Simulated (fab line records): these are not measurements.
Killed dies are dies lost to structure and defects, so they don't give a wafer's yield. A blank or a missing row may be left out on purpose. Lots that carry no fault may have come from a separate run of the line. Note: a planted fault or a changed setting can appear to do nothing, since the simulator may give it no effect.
fab line records	flow n5_finfet
record lots=24	wafers=72	last_day=17
route steps=1938 shown BEOL_M7@1321 BEOL_M8@1348
lots that met no fault: from a run of the same line without faults
start_h: the number of hours between the record's first day and the start of the first shown wafer of the lot	wait_h: hours since the lot's step before	" repeats the value in the row above	L1.1+2: several wafers, shown together as one row	- no value, or no start given	* or withheld: withheld	< > ~ a bound
route shown NAME@n: names a module that has steps shown in the file, with the first one's number in the route	usual: mean and standard deviation over wafers with no fault	same: alike in all rows	chamber/n: place in a boat	sites: readings site by site	_std_site: the values' standard deviation	_edge_site: the outer-site mean with the inner-site mean subtracted	radius_mm: for every site, how far away it sits from the centre of the wafer	mask NAME#n: copy n	behind: the tool/chamber that last shaped the wafer	hold: reason for holding the lot/hours on hold/outcome of the hold	device: names the non-switching transistor (n, p or np)	end of line: the tests these same wafers got at the end of their route	where a step has no rows: the recipe by itself	killed: not the wafer's yield, but the dies lost to structure and defects at the first sort	map: the dies of a wafer, with x for killed, . for not killed, _ for no die there
set.NAME: the setting as run; set.NAME@STEP: as run at that earlier step	model.NAME: the simulator's own value behind a step, which no gauge read
a sample of lots followed through the steps of the route, with each step as a table and each wafer as a row
services: when a tool's chamber went out of use (start_h, in hours from the record's first day, below 0 if earlier), for how many hours, and the reason
## steps
# step N5_BEOL_M7_SURFACE_TREAT_79
# recipe gas=Ar	time_s=*	ion_energy_ev=*	ion_current_ma_cm2=0.5	pressure_mtorr=*	ar_flow_sccm=30
# usual throttle_valve_pct=*
lot.wafer	tool	chamber	start_h	wait_h	throttle_valve_pct
L074.1	pvd_sputter-01	-	184.48	0.2	*
L074.2	"	-	"	"	*
L074.4	"	-	"	"	*
L076.1	pvd_sputter-03	-	200.89	0.2	*
L076.2	"	-	"	"	*
L076.4	"	-	"	"	*
L075.3	pvd_sputter-02	-	204.89	0.2	*
L075.4	"	-	"	"	*
L075.6	"	-	"	"	*
L077.1	pvd_sputter-03	-	211.49	0.2	*
L077.2	"	-	"	"	*
L077.5	"	-	"	"	*
L078.2	pvd_sputter-03	-	216.60	0.2	*
L078.3	"	-	"	"	*
L078.5	"	-	"	"	*
L079.1	pvd_sputter-03	-	220.33	0.2	*
L079.2	"	-	"	"	*
L079.6	"	-	"	"	*
L081.2	pvd_sputter-01	-	227.77	0.2	*
L081.3	"	-	"	"	*
L081.6	"	-	"	"	*
L080.1	pvd_sputter-03	-	228.12	0.3	*
L080.2	"	-	"	"	*
L080.4	"	-	"	"	*
L082.1	pvd_sputter-03	-	235.42	0.3	*
L082.2	"	-	"	"	*
L082.6	"	-	"	"	*
L083.1	pvd_sputter-03	-	242.14	0.2	*
L083.2	"	-	"	"	*
L083.5	"	-	"	"	*
L084.2	pvd_sputter-01	-	250.72	0.2	*
L084.4	"	-	"	"	*
L084.5	"	-	"	"	*
L085.1	pvd_sputter-03	-	255.53	0.3	*
L085.3	"	-	"	"	*
L085.5	"	-	"	"	*
L086.1	pvd_sputter-03	-	261.92	0.6	*
L086.4	"	-	"	"	*
L086.5	"	-	"	"	*
L087.1	pvd_sputter-02	-	270.30	0.2	*
L087.4	"	-	"	"	*
L087.5	"	-	"	"	*
L089.3	pvd_sputter-03	-	279.44	0.3	*
L089.4	"	-	"	"	*
L089.6	"	-	"	"	*
L088.1	pvd_sputter-03	-	279.48	0.2	*
L088.3	"	-	"	"	*
L088.6	"	-	"	"	*
L091.2	pvd_sputter-03	-	287.95	1.8	*
L091.3	"	-	"	"	*
L091.5	"	-	"	"	*
L090.4	pvd_sputter-03	-	289.11	0.2	*
L090.5	"	-	"	"	*
L090.6	"	-	"	"	*
L092.2	pvd_sputter-03	-	297.41	0.2	*
L092.4	"	-	"	"	*
L092.5	"	-	"	"	*
L093.1	pvd_sputter-03	-	306.96	0.2	*
L093.5	"	-	"	"	*
L093.6	"	-	"	"	*
L094.2	pvd_sputter-02	-	314.66	0.2	*
L094.4	"	-	"	"	*
L094.6	"	-	"	"	*
L095.1	pvd_sputter-02	-	320.84	1.0	*
L095.3	"	-	"	"	*
L095.5	"	-	"	"	*
L096.2	pvd_sputter-03	-	326.51	0.2	*
L096.4	"	-	"	"	*
L096.6	"	-	"	"	*
L097.2	pvd_sputter-03	-	326.71	0.2	*
L097.3	"	-	"	"	*
L097.4	"	-	"	"	*
# step N5_BEOL_M7_THK_MEAS_53
# recipe thk_meas_gauge=xrf	reads=Cu_of_BEOL_M7_ECD_50
# usual M7_THK=79.2/2.5
lot.wafer	tool	chamber	start_h	wait_h	M7_THK[nm]
L074.1	film_metro-02	-	185.80	-	76.6
L074.2	"	-	"	"	78.6
L074.4	"	-	"	"	78.7
L076.1	film_metro-02	-	201.87	-	75.3
L076.2	"	-	"	"	77.9
L076.4	"	-	"	"	79.9
L075.3	film_metro-01	-	205.91	-	77.0
L075.4	"	-	"	"	76.9
L075.6	"	-	"	"	79.0
L077.1	film_metro-02	-	212.53	-	80.0
L077.2	"	-	"	"	77.3
L077.5	"	-	"	"	78.1
L078.2	film_metro-02	-	219.28	-	86.7
L078.3	"	-	"	"	80.4
L078.5	"	-	"	"	82.1
L079.1	film_metro-02	-	221.75	-	79.3
L079.2	"	-	"	"	75.6
L079.6	"	-	"	"	84.1
L081.2	film_metro-01	-	228.84	-	79.8
L081.3	"	-	"	"	76.7
L081.6	"	-	"	"	79.8
L080.1	film_metro-01	-	229.65	-	81.3
L080.2	"	-	"	"	78.7
L080.4	"	-	"	"	85.9
L082.1	film_metro-02	-	236.42	-	78.4
L082.2	"	-	"	"	76.9
L082.6	"	-	"	"	78.6
L083.1	film_metro-02	-	243.15	-	76.2
L083.2	"	-	"	"	76.8
L083.5	"	-	"	"	77.5
L084.2	film_metro-01	-	251.86	-	84.0
L084.4	"	-	"	"	79.6
L084.5	"	-	"	"	81.8
L085.1	film_metro-01	-	257.43	-	76.9
L085.3	"	-	"	"	78.9
L085.5	"	-	"	"	76.8
L086.1	film_metro-02	-	262.98	-	76.3
L086.4	"	-	"	"	77.7
L086.5	"	-	"	"	80.5
L087.1	film_metro-02	-	271.40	-	78.0
L087.4	"	-	"	"	77.8
L087.5	"	-	"	"	78.8
L089.3	film_metro-02	-	281.35	-	78.9
L089.4	"	-	"	"	80.0
L089.6	"	-	"	"	82.7
L088.1	film_metro-02	-	281.56	-	78.2
L088.3	"	-	"	"	79.9
L088.6	"	-	"	"	78.5
L091.2	film_metro-02	-	289.16	-	76.8
L091.3	"	-	"	"	81.7
L091.5	"	-	"	"	77.2
L090.4	film_metro-01	-	290.60	-	79.7
L090.5	"	-	"	"	81.1
L090.6	"	-	"	"	79.4
L092.2	film_metro-01	-	298.41	-	77.4
L092.4	"	-	"	"	78.8
L092.5	"	-	"	"	76.6
L093.1	film_metro-02	-	308.41	-	77.6
L093.5	"	-	"	"	78.8
L093.6	"	-	"	"	77.0
L094.2	film_metro-02	-	316.10	-	77.7
L094.4	"	-	"	"	74.7
L094.6	"	-	"	"	79.4
L095.1	film_metro-01	-	322.48	-	81.5
L095.3	"	-	"	"	83.7
L095.5	"	-	"	"	79.4
L096.2	film_metro-02	-	329.10	-	77.9
L096.4	"	-	"	"	76.9
L096.6	"	-	"	"	79.4
L097.2	film_metro-01	-	329.15	-	77.4
L097.3	"	-	"	"	79.8
L097.4	"	-	"	"	78.8
# step N5_BEOL_M7_RS_MEAS_57
# recipe thk_meas_gauge=four-point-probe	reads=Cu_of_BEOL_M7_ECD_50+Co_of_BEOL_M7_CVD_78+TaN_of_BEOL_M7_ALD_77
# usual M7_RS=0.292/0.011
lot.wafer	tool	chamber	start_h	wait_h	M7_RS[ohm/sq]
L074.1	film_metro-01	-	185.93	0.1	0.299
L074.2	"	-	"	"	0.290
L074.4	"	-	"	"	0.287
L076.1	film_metro-02	-	202.03	0.1	0.309
L076.2	"	-	"	"	0.298
L076.4	"	-	"	"	0.288
L075.3	film_metro-01	-	206.08	0.1	0.299
L075.4	"	-	"	"	0.300
L075.6	"	-	"	"	0.291
L077.1	film_metro-01	-	212.66	0.1	0.290
L077.2	"	-	"	"	0.301
L077.5	"	-	"	"	0.297
L078.2	film_metro-02	-	219.41	0.1	0.264
L078.3	"	-	"	"	0.287
L078.5	"	-	"	"	0.280
L079.1	film_metro-01	-	221.91	0.1	0.291
L079.2	"	-	"	"	0.308
L079.6	"	-	"	"	0.270
L081.2	film_metro-01	-	228.97	0.1	0.286
L081.3	"	-	"	"	0.299
L081.6	"	-	"	"	0.286
L080.1	film_metro-01	-	229.78	0.1	0.282
L080.2	"	-	"	"	0.292
L080.4	"	-	"	"	0.265
L082.1	film_metro-01	-	236.55	0.1	0.292
L082.2	"	-	"	"	0.299
L082.6	"	-	"	"	0.293
L083.1	film_metro-02	-	243.31	0.1	0.301
L083.2	"	-	"	"	0.301
L083.5	"	-	"	"	0.296
L084.2	film_metro-01	-	251.99	0.1	0.272
L084.4	"	-	"	"	0.289
L084.5	"	-	"	"	0.279
L085.1	film_metro-01	-	257.59	0.1	0.302
L085.3	"	-	"	"	0.292
L085.5	"	-	"	"	0.302
L086.1	film_metro-02	-	263.11	0.1	0.308
L086.4	"	-	"	"	0.300
L086.5	"	-	"	"	0.287
L087.1	film_metro-02	-	271.53	0.1	0.301
L087.4	"	-	"	"	0.300
L087.5	"	-	"	"	0.294
L089.3	film_metro-02	-	281.48	0.1	0.294
L089.4	"	-	"	"	0.289
L089.6	"	-	"	"	0.279
L088.1	film_metro-02	-	281.69	0.1	0.296
L088.3	"	-	"	"	0.288
L088.6	"	-	"	"	0.296
L091.2	film_metro-02	-	289.29	0.1	0.301
L091.3	"	-	"	"	0.280
L091.5	"	-	"	"	0.300
L090.4	film_metro-01	-	290.76	0.1	0.289
L090.5	"	-	"	"	0.282
L090.6	"	-	"	"	0.288
L092.2	film_metro-02	-	298.57	0.1	0.301
L092.4	"	-	"	"	0.294
L092.5	"	-	"	"	0.303
L093.1	film_metro-01	-	308.54	0.1	0.301
L093.5	"	-	"	"	0.298
L093.6	"	-	"	"	0.302
L094.2	film_metro-01	-	316.23	0.1	0.303
L094.4	"	-	"	"	0.317
L094.6	"	-	"	"	0.294
L095.1	film_metro-02	-	322.62	0.1	0.281
L095.3	"	-	"	"	0.272
L095.5	"	-	"	"	0.290
L096.2	film_metro-02	-	329.23	0.1	0.295
L096.4	"	-	"	"	0.297
L096.6	"	-	"	"	0.286
L097.2	film_metro-01	-	329.28	0.1	0.300
L097.3	"	-	"	"	0.290
L097.4	"	-	"	"	0.293
# step N5_BEOL_M8_DESCUM_16
# recipe chemistry=O2	time_s=7.9	source_power_w=50	bias_power_w=20	pressure_mtorr=20	rf_frequency_hz=2.712e+07	temp_c=40	resist=CAR-ArF	o2_flow_sccm=225
# usual drypump_motor_current_A=5.7/0.46	oes_product_au=0.77/0.08	rf_vpp_V=243.5/1.5	showerhead_plenum_p_Torr=2.11/0.086	throttle_valve_pct=20.43/0.25
lot.wafer	tool	chamber	start_h	wait_h	drypump_motor_current_A	oes_product_au	rf_hours_counter_h	rf_vpp_V	showerhead_plenum_p_Torr	throttle_valve_pct
L074.1	rie_diel-03	2	188.56	0.3	6.0	0.78	152	241.8	2.00	20.33
L074.2	"	3	"	"	5.6	0.69	207	243.4	2.13	20.65
L074.4	"	3	"	"	5.6	0.69	-	243.4	2.13	20.66
L076.1	rie_diel-03	2	204.41	0.4	6.1	0.76	162	241.1	1.99	20.34
L076.2	"	3	"	"	5.6	0.68	214	243.7	2.12	20.67
L076.4	"	1	"	"	5.2	0.88	63	246.4	2.21	20.08
L075.3	rie_diel-03	0	208.26	0.1	6.3	0.71	197	243.9	2.17	20.77
L075.4	"	3	"	"	5.6	0.67	216	244.6	2.12	20.67
L075.6	"	0	"	"	6.3	0.70	-	244.0	2.17	20.79
L077.1	rie_diel-03	3	216.18	0.7	5.6	0.68	220	243.6	2.12	20.68
L077.2	"	0	"	"	6.2	0.70	201	244.1	2.17	20.77
L077.5	"	3	"	"	5.6	0.67	-	244.6	2.12	20.67
L078.2	rie_diel-01	0	221.78	0.9	6.5	0.82	90	241.9	2.15	20.50
L078.3	"	2	"	"	5.0	0.92	31	244.3	2.21	20.41
L078.5	"	3	"	"	5.7	0.71	-	244.1	2.13	20.28
L079.1	rie_diel-01	1	225.50	1.8	5.7	0.70	220	241.0	1.99	20.50
L079.2	"	2	"	"	5.1	0.92	32	245.2	2.21	20.42
L079.6	"	0	"	"	6.5	0.82	-	243.9	2.15	20.49
L081.2	rie_diel-01	2	232.08	0.7	5.0	0.91	36	245.3	2.21	20.43
L081.3	"	0	"	"	6.5	0.81	95	243.6	2.15	20.50
L081.6	"	0	"	"	6.5	0.81	-	242.5	2.15	20.50
L080.1	rie_diel-03	2	232.32	0.9	6.0	0.75	177	241.6	1.99	20.40
L080.2	"	1	"	"	5.2	0.86	77	245.0	2.20	20.09
L080.4	"	3	"	"	5.6	0.67	229	242.8	2.12	20.70
L082.1	rie_diel-03	3	239.37	0.6	5.6	0.67	233	242.7	2.12	20.71
L082.2	"	1	"	"	5.2	0.86	80	244.5	2.20	20.09
L082.6	"	3	"	"	5.6	0.67	-	243.7	2.12	20.69
L083.1	rie_diel-03	2	245.35	0.2	6.0	0.75	184	242.5	1.98	20.38
L083.2	"	3	"	"	5.6	0.67	236	245.1	2.12	20.71
L083.5	"	2	"	"	6.0	0.75	-	242.5	1.98	20.39
L084.2	rie_diel-04	2	255.20	0.4	5.1	0.82	66	246.5	2.17	19.97
L084.4	"	3	"	"	5.0	0.71	206	241.9	1.99	20.49
L084.5	"	1	"	"	5.8	0.89	-	241.9	2.04	20.32
L085.1	rie_diel-03	1	259.78	0.1	5.2	0.85	89	244.1	2.20	20.11
L085.3	"	3	"	"	5.6	0.67	242	243.6	2.11	20.71
L085.5	"	0	"	"	6.3	0.69	-	244.0	2.16	20.80
L086.1	rie_diel-03	0	264.42	0.0	6.3	0.69	223	243.0	2.16	20.80
L086.4	"	3	"	"	5.6	0.66	243	242.9	2.11	20.72
L086.5	"	3	"	"	5.6	0.65	-	244.9	2.11	20.72
L087.1	rie_diel-03	1	274.87	0.4	5.2	0.83	95	244.0	2.20	20.12
L087.4	"	3	"	"	5.6	0.65	248	244.3	2.11	20.73
L087.5	"	1	"	"	5.2	0.82	-	244.5	2.20	20.14
L089.3	rie_diel-03	0	282.81	0.0	6.3	0.68	231	243.7	2.16	20.84
L089.4	"	2	"	"	6.0	0.74	-	242.9	1.98	20.42
L089.6	"	1	"	"	5.2	0.82	-	243.9	2.20	20.14
L088.1	rie_diel-04	2	284.87	0.0	5.1	0.80	77	245.6	2.17	19.98
L088.3	"	1	"	"	5.9	0.87	48	242.2	2.04	20.33
L088.6	"	2	"	"	5.1	0.80	-	246.5	2.17	20.00
L091.2	rie_diel-03	2	292.35	0.0	6.0	0.73	202	242.1	1.98	20.41
L091.3	"	1	"	"	5.2	0.82	102	243.9	2.20	20.14
L091.5	"	0	"	"	6.2	0.67	-	244.5	2.16	20.83
L090.4	rie_diel-01	0	292.62	0.0	6.5	0.78	119	243.3	2.14	20.53
L090.5	"	2	"	"	5.1	0.86	-	245.6	2.20	20.46
L090.6	"	1	"	"	5.7	0.67	-	240.8	1.99	20.55
L092.2	rie_diel-04	1	300.79	0.2	5.8	0.86	53	240.9	2.04	20.34
L092.4	"	3	"	"	5.1	0.70	222	241.3	1.98	20.52
L092.5	"	2	"	"	5.1	0.80	-	246.7	2.16	20.00
L093.1	rie_diel-03	1	314.31	0.0	5.1	0.81	113	245.2	2.19	20.16
L093.5	"	0	"	"	6.3	0.68	-	244.6	2.15	20.84
L093.6	"	3	"	"	5.6	0.97	-	243.9	2.11	20.29
L094.2	rie_diel-04	3	318.55	0.0	5.0	0.69	228	242.0	1.98	20.53
L094.4	"	2	"	"	5.1	0.79	88	244.8	2.16	20.00
L094.6	"	2	"	"	5.1	0.80	-	244.2	2.16	19.98
L095.1	rie_diel-04	1	325.66	0.0	5.8	0.85	63	241.4	2.03	20.35
L095.3	"	3	"	"	5.1	0.69	230	242.6	1.98	20.53
L095.5	"	2	"	"	5.1	0.79	-	245.7	2.16	20.01
L096.2	rie_diel-04	0	333.48	0.0	5.6	0.83	71	245.1	2.21	20.43
L096.4	"	2	"	"	5.1	0.79	93	243.7	2.16	20.02
L096.6	"	2	"	"	5.1	0.79	-	244.7	2.16	20.02
L097.2	rie_diel-01	2	333.74	0.1	5.0	0.85	74	245.9	2.20	20.48
L097.3	"	1	"	"	5.8	0.95	5	246.1	2.25	20.05
L097.4	"	1	"	"	5.8	0.94	-	245.7	2.25	20.09
# step N5_BEOL_M8_ETCH_62
# recipe chemistry=N2/H2	target=SOC	target_depth_a=1100	overetch_a=220	mask_material=SiARC	temp_c=40	time_s=165	ion_energy_ev=200	pressure_mtorr=30	source_w=840	bias_w=150	n2_flow_sccm=200	h2_flow_sccm=200
# usual drypump_motor_current_A=5.7/0.46	oes_product_au=0.65/0.064	rf_vpp_V=525/3.1	showerhead_plenum_p_Torr=2.58/0.11	throttle_valve_pct=17.9/0.31
lot.wafer	tool	chamber	start_h	wait_h	drypump_motor_current_A	oes_product_au	rf_hours_counter_h	rf_vpp_V	showerhead_plenum_p_Torr	throttle_valve_pct
L074.1	rie_diel-03	2	188.65	0.0	6.0	0.65	152	522	2.42	17.7
L074.2	"	3	"	"	5.7	0.59	207	526	2.61	18.2
L074.4	"	3	"	"	5.6	0.59	-	527	2.61	18.2
L076.1	rie_diel-03	2	204.50	0.0	6.0	0.64	162	520	2.42	17.7
L076.2	"	3	"	"	5.6	0.58	214	527	2.61	18.2
L076.4	"	1	"	"	5.2	0.73	63	528	2.67	17.3
L075.3	rie_diel-03	0	208.35	0.0	6.2	0.61	197	527	2.65	18.3
L075.4	"	3	"	"	5.6	0.58	216	526	2.61	18.2
L075.6	"	0	"	"	6.3	0.60	-	527	2.65	18.3
L077.1	rie_diel-03	3	216.27	0.0	5.6	0.57	220	527	2.60	18.2
L077.2	"	0	"	"	6.3	0.60	201	525	2.64	18.3
L077.5	"	3	"	"	5.6	0.58	-	527	2.60	18.2
L078.2	rie_diel-01	0	221.87	0.0	6.6	0.68	90	524	2.58	17.7
L078.3	"	2	"	"	5.1	0.78	31	529	2.72	18.0
L078.5	"	3	"	"	5.7	0.62	-	526	2.67	18.2
L079.1	rie_diel-01	1	225.59	0.0	5.8	0.60	220	520	2.42	17.9
L079.2	"	2	"	"	5.1	0.77	32	528	2.72	18.0
L079.6	"	0	"	"	6.6	0.68	-	526	2.58	17.7
L081.2	rie_diel-01	2	232.17	0.0	5.1	0.78	36	527	2.72	18.0
L081.3	"	0	"	"	6.5	0.67	96	525	2.58	17.7
L081.6	"	0	"	"	6.5	0.67	-	525	2.58	17.7
L080.1	rie_diel-03	2	232.41	0.0	6.0	0.63	177	520	2.41	17.7
L080.2	"	1	"	"	5.2	0.71	77	527	2.67	17.4
L080.4	"	3	"	"	5.6	0.57	229	527	2.60	18.2
L082.1	rie_diel-03	3	239.46	0.0	5.6	0.57	233	525	2.60	18.2
L082.2	"	1	"	"	5.2	0.71	80	528	2.66	17.4
L082.6	"	3	"	"	5.6	0.57	-	528	2.60	18.2
L083.1	rie_diel-03	2	245.44	0.0	6.0	0.63	184	522	2.41	17.7
L083.2	"	3	"	"	5.6	0.57	236	525	2.60	18.2
L083.5	"	2	"	"	6.0	0.63	-	520	2.41	17.7
L084.2	rie_diel-04	2	255.30	0.0	5.1	0.69	67	527	2.66	17.5
L084.4	"	3	"	"	5.0	0.60	206	520	2.44	18.1
L084.5	"	1	"	"	5.8	0.76	-	524	2.48	17.7
L085.1	rie_diel-03	1	259.87	0.0	5.2	0.70	89	527	2.66	17.4
L085.3	"	3	"	"	5.6	0.56	242	527	2.59	18.3
L085.5	"	0	"	"	6.3	0.59	-	525	2.64	18.3
L086.1	rie_diel-03	0	264.51	0.0	6.3	0.59	223	526	2.63	18.3
L086.4	"	3	"	"	5.6	0.57	244	527	2.59	18.3
L086.5	"	3	"	"	5.7	0.57	-	526	2.59	18.3
L087.1	rie_diel-03	1	274.96	0.0	5.2	0.69	95	527	2.66	17.4
L087.4	"	3	"	"	5.6	0.56	248	526	2.59	18.3
L087.5	"	1	"	"	5.1	0.69	-	528	2.66	17.4
L089.3	rie_diel-03	0	282.90	0.0	6.3	0.58	231	527	2.63	18.3
L089.4	"	2	"	"	6.0	0.62	-	521	2.41	17.8
L089.6	"	1	"	"	5.2	0.69	-	527	2.66	17.4
L088.1	rie_diel-04	2	284.96	0.0	5.1	0.68	77	528	2.66	17.5
L088.3	"	1	"	"	5.8	0.74	48	523	2.47	17.7
L088.6	"	2	"	"	5.1	0.68	-	527	2.66	17.5
L091.2	rie_diel-03	2	292.44	0.0	6.0	0.61	202	520	2.40	17.8
L091.3	"	1	"	"	5.2	0.68	102	527	2.66	17.4
L091.5	"	0	"	"	6.3	0.58	-	528	2.63	18.4
L090.4	rie_diel-01	0	292.71	0.0	6.5	0.65	119	524	2.57	17.7
L090.5	"	2	"	"	5.0	0.74	-	528	2.71	18.1
L090.6	"	1	"	"	5.8	0.58	-	520	2.41	18.0
L092.2	rie_diel-04	1	300.88	0.0	5.9	0.73	54	521	2.47	17.8
L092.4	"	3	"	"	5.1	0.58	222	519	2.44	18.1
L092.5	"	2	"	"	5.1	0.67	-	528	2.66	17.5
L093.1	rie_diel-03	1	314.40	0.0	5.2	0.68	113	528	2.65	17.4
L093.5	"	0	"	"	6.3	0.58	-	525	2.63	18.4
L093.6	"	3	"	"	5.6	0.80	-	526	2.59	17.8
L094.2	rie_diel-04	3	318.64	0.0	5.0	0.58	228	520	2.44	18.1
L094.4	"	2	"	"	5.1	0.67	88	529	2.65	17.5
L094.6	"	2	"	"	5.1	0.66	-	528	2.65	17.5
L095.1	rie_diel-04	1	325.75	0.0	5.8	0.73	63	523	2.47	17.8
L095.3	"	3	"	"	5.0	0.58	230	520	2.43	18.1
L095.5	"	2	"	"	5.1	0.66	-	527	2.65	17.5
L096.2	rie_diel-04	0	333.57	0.0	5.6	0.70	71	527	2.70	18.0
L096.4	"	2	"	"	5.1	0.67	93	527	2.65	17.5
L096.6	"	2	"	"	5.1	0.66	-	525	2.65	17.5
L097.2	rie_diel-01	2	333.83	0.0	5.1	0.73	74	529	2.70	18.1
L097.3	"	1	"	"	5.7	0.80	5	528	2.73	17.5
L097.4	"	1	"	"	5.7	0.81	-	528	2.73	17.5
# step N5_BEOL_M8_CURE_75
# recipe temp_c=370	time_s=120	ambient=DMADMS/He	material=SiCOH_lowk
# usual lamp_power_pct=52.32/0.053	wafer_temp_C_max=371.7/0.63
lot.wafer	tool	chamber	start_h	wait_h	lamp_power_pct	wafer_temp_C_max
L074.1	uv_cure-01	0	191.92	0.0	52.37	371.5
L074.2	"	0	"	"	52.35	371.2
L074.4	"	0	"	"	52.32	371.2
L076.1	uv_cure-01	0	207.55	0.3	52.32	371.3
L076.2	"	0	"	"	52.32	372.3
L076.4	"	0	"	"	52.31	372.5
L075.3	uv_cure-02	2	211.49	0.2	52.28	372.0
L075.4	"	2	"	"	52.32	371.5
L075.6	"	2	"	"	52.27	372.1
L077.1	uv_cure-03	0	219.36	0.0	52.23	371.5
L077.2	"	0	"	"	52.40	371.5
L077.5	"	0	"	"	52.30	371.3
L078.2	uv_cure-01	0	224.13	0.1	52.32	371.5
L078.3	"	0	"	"	52.42	371.3
L078.5	"	0	"	"	52.37	371.9
L079.1	uv_cure-01	0	228.32	0.0	52.36	372.0
L079.2	"	0	"	"	52.32	372.0
L079.6	"	0	"	"	52.27	371.7
L080.1	uv_cure-03	0	235.48	0.4	52.37	371.8
L080.2	"	0	"	"	52.33	371.5
L080.4	"	0	"	"	52.26	372.0
L081.2	uv_cure-03	1	235.83	0.4	52.29	372.6
L081.3	"	1	"	"	52.37	371.9
L081.6	"	1	"	"	52.37	372.2
L082.1	uv_cure-01	2	241.82	0.0	52.27	372.0
L082.2	"	2	"	"	52.29	371.9
L082.6	"	2	"	"	52.22	371.8
L083.1	uv_cure-02	1	247.96	0.0	52.38	370.8
L083.2	"	1	"	"	52.24	370.9
L083.5	"	1	"	"	52.38	370.4
L084.2	uv_cure-01	2	256.96	0.1	52.37	371.6
L084.4	"	2	"	"	52.26	371.4
L084.5	"	2	"	"	52.31	371.9
L085.1	uv_cure-01	1	262.24	0.0	52.29	371.1
L085.3	"	1	"	"	52.42	370.5
L085.5	"	1	"	"	52.31	371.0
L086.1	uv_cure-02	0	266.20	0.0	52.31	371.6
L086.4	"	0	"	"	52.31	371.2
L086.5	"	0	"	"	52.41	371.1
L087.1	uv_cure-02	0	278.66	0.0	52.26	371.4
L087.4	"	0	"	"	52.31	370.9
L087.5	"	0	"	"	52.29	371.3
L089.3	uv_cure-01	2	284.86	0.1	52.36	372.0
L089.4	"	2	"	"	52.34	371.5
L089.6	"	2	"	"	52.33	371.5
L088.1	uv_cure-03	1	288.27	0.2	52.32	372.6
L088.3	"	1	"	"	52.29	372.9
L088.6	"	1	"	"	52.28	372.9
L091.2	uv_cure-02	2	297.50	0.1	52.43	372.1
L091.3	"	2	"	"	52.40	371.7
L091.5	"	2	"	"	52.36	372.2
L090.4	uv_cure-01	2	297.74	0.2	52.38	370.9
L090.5	"	2	"	"	52.37	371.5
L090.6	"	2	"	"	52.36	371.8
L092.2	uv_cure-02	1	303.92	0.1	52.27	371.0
L092.4	"	1	"	"	52.24	370.7
L092.5	"	1	"	"	52.24	370.8
L093.1	uv_cure-01	0	316.00	0.0	52.20	371.5
L093.5	"	0	"	"	52.43	371.5
L093.6	"	0	"	"	52.26	371.7
L094.2	uv_cure-02	1	323.14	0.1	52.35	371.2
L094.4	"	1	"	"	52.30	370.9
L094.6	"	1	"	"	52.29	371.3
L095.1	uv_cure-02	2	327.30	0.0	52.33	372.5
L095.3	"	2	"	"	52.26	372.2
L095.5	"	2	"	"	52.33	372.6
L097.2	uv_cure-01	2	336.86	0.1	52.34	372.0
L097.3	"	2	"	"	52.34	372.2
L097.4	"	2	"	"	52.32	372.0
L096.2	uv_cure-02	1	337.12	0.2	52.34	371.1
L096.4	"	1	"	"	52.40	371.6
L096.6	"	1	"	"	52.26	371.4
## services
tool	chamber	start_h	hours	kind
rie_diel-04	-	180.48	69.8	repair
uv_cure-03	-	180.92	0.6	repair
rie_diel-03	1	185.26	8.8	repair
uv_cure-02	-	193.24	0.6	repair
rie_diel-03	3	194.43	6.1	repair
uv_cure-02	-	201.49	7.5	pm
uv_cure-03	-	207.16	7.5	pm
uv_cure-02	-	233.26	9.8	repair
uv_cure-03	-	259.37	0.8	repair
rie_diel-03	3	280.33	-	clean
rie_diel-03	3	280.33	-	consumable_replace:focus_ring
rie_diel-03	3	280.33	19.1	scheduled_down
rie_diel-03	3	280.33	19.1	vent_cycle
rie_diel-01	2	299.64	2.8	repair
rie_diel-01	1	302.48	-	clean
rie_diel-01	1	302.48	-	consumable_replace:focus_ring
rie_diel-01	1	302.48	-	consumable_replace:showerhead
rie_diel-01	1	302.48	17.3	scheduled_down
rie_diel-01	1	302.48	17.3	vent_cycle
rie_diel-03	0	334.66	-	clean
rie_diel-03	0	334.66	-	consumable_replace:focus_ring
rie_diel-03	0	334.66	15.4	scheduled_down
rie_diel-03	0	334.66	15.4	vent_cycle
pvd_sputter-02	-	335.77	2.8	repair
## key
fault none
